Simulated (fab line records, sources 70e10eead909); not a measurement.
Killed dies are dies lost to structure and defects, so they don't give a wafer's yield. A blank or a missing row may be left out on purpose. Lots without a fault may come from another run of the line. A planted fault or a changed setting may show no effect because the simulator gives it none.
Chamber matching | flow nand_harc | NHARC_A_M0_DESCUM_14 on rie_diel-09: 4 sister chambers
The step chemistry O2, time 3 s. 16 wafers are shown with their chamber, then 8 later ones without.

WAFERS WITH THEIR CHAMBER
wafer  | chamber | showerhead_plenum_p_Torr (Torr) | drypump_motor_current_A (A) | oes_product_au (a.u.)
L077.1 | 3       | 2.00                            | 5.90                        | 1.004
L077.2 | 2       | 1.84                            | 6.20                        | 1.000
L077.4 | 3       | 2.00                            | 5.92                        | 0.998
L087.2 | 1       | 1.87                            | 5.70                        | 1.011
L087.3 | 3       | 2.00                            | 5.89                        | 0.994
L087.5 | 2       | 1.83                            | 6.20                        | 1.000
L089.4 | 3       | 2.00                            | 5.90                        | 0.989
L089.5 | 0       | 1.96                            | 5.56                        | 0.996
L089.6 | 1       | 1.87                            | 5.70                        | 1.015
L092.2 | 0       | 1.96                            | 5.54                        | 1.006
L092.3 | 1       | 1.87                            | 5.69                        | 1.016
L092.6 | 3       | 2.00                            | 5.92                        | 0.994
L090.2 | 2       | 1.83                            | 6.18                        | 0.993
L090.4 | 0       | 1.96                            | 5.50                        | 0.993
L090.6 | 0       | 1.96                            | 5.56                        | 0.999
L093.1 | 1       | 1.87                            | 5.77                        | 1.016

SIGNATURES (means of the wafers above)
reading                  | chamber 0 | chamber 1 | chamber 2 | chamber 3 | scatter within a chamber
showerhead_plenum_p_Torr | 1.9600    | 1.8700    | 1.8333    | 2.0000    | 0.00236
drypump_motor_current_A  | 5.5400    | 5.7150    | 6.1933    | 5.9060    | 0.025
oes_product_au           | 0.99850   | 1.01450   | 0.99767   | 0.99580   | 0.00472
Rule: a wafer's distance from a chamber is the root of the sum, over the readings, of the square of ((its reading less the chamber's mean) divided by the reading's scatter). The wafer belongs to the nearest chamber; if the next one is less than 2 further off, it can't be placed. The scatter: the root of (the sum of the squares of (reading less its chamber's mean) over the shown wafers, divided by (wafers less chambers)).

WAFERS WITHOUT THEIR CHAMBER
wafer  | showerhead_plenum_p_Torr (Torr) | drypump_motor_current_A (A) | oes_product_au (a.u.)
L093.3 | 2.00                            | 5.91                        | 0.988
L093.5 | 1.86                            | 5.72                        | 1.018
L095.1 | 1.86                            | 5.66                        | 1.000
L095.4 | 1.96                            | 5.55                        | 0.999
L095.6 | 2.00                            | 5.90                        | 0.970
L096.3 | 2.00                            | 5.91                        | 0.997
L096.4 | 1.96                            | 5.53                        | 1.009
L096.5 | 1.83                            | 6.21                        | 1.002

WHICH CHAMBER EACH WENT THROUGH
wafer  | from the rows above | in truth
L093.3 | 3                   | 3
L093.5 | 1                   | 1
L095.1 | 1                   | 1
L095.4 | 0                   | 0
L095.6 | 3                   | 3
L096.3 | 3                   | 3
L096.4 | 0                   | 0
L096.5 | 2                   | 2
Placed correctly: 8 of 8. Can't be placed from these rows: 0. Placed wrongly: 0.
